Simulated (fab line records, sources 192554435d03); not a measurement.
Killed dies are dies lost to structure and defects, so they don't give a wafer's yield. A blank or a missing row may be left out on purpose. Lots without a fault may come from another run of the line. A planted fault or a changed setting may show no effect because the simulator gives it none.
Split-lot experiment | flow n5_finfet | 7 lots, 39 wafers read, on a route of 1938 steps

THE SPLIT
At N5_GATE_CUT_ETCH_58 (etches SiNx in CH3F/O2, target depth 17 nm, time 128.6 s), the setting target_depth_a was moved away from the recipe's 170 angstrom on 15 of the 39 wafers read, by -12.6% to +12.3%. The other wafers ran this setting at the recipe's value.

The reading is taken at the split's own step.

THE READING
etch.depth_nm (the simulator's own value, which no gauge read), in nm, at N5_GATE_CUT_ETCH_58 (etches SiNx in CH3F/O2, target depth 17 nm, time 128.6 s). The file gives no usual value for it. The 24 wafers here that ran the recipe average 16.83 nm, standard deviation 0.23 nm.

wafer  | tool, chamber at the split | target_depth_a as run, angstrom | against the recipe | etch.depth_nm, nm | against lot-mates on the recipe
L074.1 | rie_diel-03, 2             | 190.9                           | +12.3%             | 18.79             | +2.06
L074.2 | rie_diel-03, 1             | 190.9                           | +12.3%             | 19.09             | +2.36
L074.3 | rie_diel-03, 0             | 170                             | recipe             | 16.9              | -
L074.4 | rie_diel-03, 3             | 170                             | recipe             | 16.63             | -
L074.5 | rie_diel-03, 3             | 190.9                           | +12.3%             | 18.92             | +2.19
L074.6 | rie_diel-03, 2             | 170                             | recipe             | 16.65             | -
L079.1 | rie_diel-03, 3             | 170                             | recipe             | 16.65             | -
L079.2 | rie_diel-03, 2             | 170                             | recipe             | 16.64             | -
L079.3 | rie_diel-03, 1             | 170                             | recipe             | 17.03             | -
L086.1 | rie_diel-06, 2             | 149.2                           | -12.2%             | 15.04             | -1.88
L086.2 | rie_diel-06, 0             | 149.2                           | -12.2%             | 14.8              | -2.12
L086.3 | rie_diel-06, 1             | 170                             | recipe             | 17                | -
L086.4 | rie_diel-06, 3             | 149.2                           | -12.2%             | 14.91             | -2.01
L086.5 | rie_diel-06, 0             | 170                             | recipe             | 16.8              | -
L086.6 | rie_diel-06, 1             | 170                             | recipe             | 16.95             | -
L090.1 | rie_diel-03, 3             | 148.5                           | -12.6%             | 14.63             | -2.06
L090.2 | rie_diel-03, 2             | 170                             | recipe             | 16.48             | -
L090.3 | rie_diel-03, 1             | 148.5                           | -12.6%             | 14.8              | -1.89
L090.4 | rie_diel-03, 0             | 170                             | recipe             | 16.94             | -
L090.5 | rie_diel-03, 1             | 148.5                           | -12.6%             | 14.86             | -1.83
L090.6 | rie_diel-03, 2             | 170                             | recipe             | 16.64             | -
L094.1 | rie_diel-03, 2             | 187.1                           | +10.1%             | 18.18             | +1.35
L094.2 | rie_diel-03, 0             | 187.1                           | +10.1%             | 18.57             | +1.74
L094.3 | rie_diel-03, 3             | 170                             | recipe             | 16.58             | -
L094.4 | rie_diel-03, 1             | 170                             | recipe             | 16.81             | -
L094.5 | rie_diel-03, 0             | 187.1                           | +10.1%             | 18.68             | +1.85
L094.6 | rie_diel-03, 1             | 170                             | recipe             | 17.1              | -
L095.1 | rie_diel-06, 2             | 170                             | recipe             | 17.19             | -
L095.2 | rie_diel-06, 0             | 170                             | recipe             | 16.9              | -
L095.3 | rie_diel-06, 1             | 170                             | recipe             | 16.89             | -
L095.4 | rie_diel-06, 3             | 170                             | recipe             | 16.98             | -
L095.5 | rie_diel-06, 2             | 170                             | recipe             | 17.31             | -
L095.6 | rie_diel-06, 1             | 170                             | recipe             | 17.06             | -
L097.1 | rie_diel-03, 0             | 152.8                           | -10.1%             | 15.17             | -1.43
L097.2 | rie_diel-03, 2             | 170                             | recipe             | 16.37             | -
L097.3 | rie_diel-03, 3             | 170                             | recipe             | 16.56             | -
L097.4 | rie_diel-03, 1             | 170                             | recipe             | 16.88             | -
L097.5 | rie_diel-03, 3             | 152.8                           | -10.1%             | 14.83             | -1.77
L097.6 | rie_diel-03, 2             | 152.8                           | -10.1%             | 14.62             | -1.98

THE FIT
A straight line over all 39 wafers: etch.depth_nm changes by +0.168 nm for each +1% of target_depth_a; r = +0.98; the points scatter about the line by 0.23 nm.
The same after taking each lot's own level away (the mean of its wafers on the recipe; 39 wafers): +0.166 nm for each +1%; r = +0.99; scatter 0.18 nm.
On that fit, the largest move of target_depth_a shifts the reading by 2.1 nm.
The lots' own levels span 16.603 to 17.055 nm, that is 2.0 times the standard deviation above.
So the lot-to-lot level changes the slope little: the two slopes agree.
Check: with one of the wafers moved furthest among these (-12.6%) left out of the fit, the line predicts -2.08 nm for it against its lot-mates. It came out at -2.06 nm against them.

OTHER SPLITS ON THESE WAFERS
These wafers also went through other splits before the reading. Each is held against what the fit with the lots' levels taken away leaves over:
other split on the same wafers        | wafers away from the commonest value | r with etch.depth_nm (lot level and that fit taken away)
N5_PMOS_HMC_CHANNEL_EPI_EPI_20 temp_c | 15                                   | -0.17
N5_DUMMY_GATE_EXPOSE_12 dose_mj       | 18                                   | +0.07
N5_DUMMY_GATE_ETCH_37 source_w        | 15                                   | -0.06
N5_DUMMY_GATE_ETCH_31 target_depth_a  | 18                                   | -0.07

THE FILE'S OWN FIT
etch.depth_nm changes by +0.165 nm for each +1% of target_depth_a, r = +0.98.
